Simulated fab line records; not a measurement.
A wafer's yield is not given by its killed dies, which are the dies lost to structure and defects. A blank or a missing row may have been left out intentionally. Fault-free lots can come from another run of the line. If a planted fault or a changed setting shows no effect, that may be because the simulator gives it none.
Which of the tools did it?	flow nand_harc	route of 1302 steps, sampled at 1 step: 12 lots, 36 wafers

== WHAT THE GAUGES READ, wafer by wafer ==
NHARC_A_CHANNEL_HOLE_D1_OVL_MEAS_11.
lot	measured	on	overlay_x_nm (nm)	overlay_y_nm (nm)
L353	day 9 03:14	overlay-01	1.3 1.6 1.1	0.3 0.2 0.2
L355	day 9 19:11	overlay-01	0.4 0.4 0.4	-0.3 0.0 -0.5
L357	day 11 00:22	overlay-02	-0.9 -1.4 -0.8	-1.9 -2.5 -2.2
L359	day 11 00:48	overlay-01	-1.4 -1.2 -1.6	-1.1 -0.9 -0.5
L362	day 12 08:35	overlay-02	-0.4 -0.9 -1.3	-0.6 -0.3 -0.7
L364	day 13 06:57	overlay-02	1.0 0.9 1.3	-0.6 -0.9 -1.4
L365	day 13 21:15	overlay-01	-0.2 1.1 0.7	-0.4 -0.4 -0.8
L369	day 15 15:31	overlay-02	-1.8 -1.7 -1.8	-0.4 -0.2 -0.2
L370	day 15 15:40	overlay-02	1.6 1.9 2.1	-0.2 0.0 0.1
L372	day 17 01:01	overlay-01	-0.1 0.5 0.0	-1.5 -1.5 -1.5
L374	day 17 18:50	overlay-01	1.4 1.4 1.0	-0.8 -0.7 0.9
L375	day 18 04:57	overlay-02	-0.2 -0.5 -0.3	1.3 1.0 1.2

== WHICH TOOL RAN EACH LOT (tool, then ch and the chambers of the sampled wafers, then the start) ==
Before these readings, the record contains no process step.

== WHAT THE TOOLS THEMSELVES READ (means of the sampled wafers that have a number; where no wafer has one, the mark that the record gives instead) ==
The record holds no such reading with a usual standard deviation.

== THE ANSWER, worked out from the rows above alone ==
Rule: the lots themselves supply what counts as usual. Put in order of their means at a reading, lots are off if they are a third of the lots or fewer, leave a main group of 4 or more, and stand apart from it by a gap of 3 or more times the standard deviation of the main group's means; of several such gaps the widest counts. A main group whose means are all the same, to the digits that the tables above print for the reading, isn't used. Also off: a lot with no number at a reading for which 4 or more lots have one. The other lots that the step has rows for count as sound. The gauges are gone through in route order, then the tools' own readings, and for those a lot's mean is taken as printed above. The first step at which some lot is off is used, and at that step the reading that is off furthest; a lot without a number counts as furthest.
Nothing can be told from this: no lot is off at any reading shown.

== WHAT THE SIMULATOR PUT IN ==
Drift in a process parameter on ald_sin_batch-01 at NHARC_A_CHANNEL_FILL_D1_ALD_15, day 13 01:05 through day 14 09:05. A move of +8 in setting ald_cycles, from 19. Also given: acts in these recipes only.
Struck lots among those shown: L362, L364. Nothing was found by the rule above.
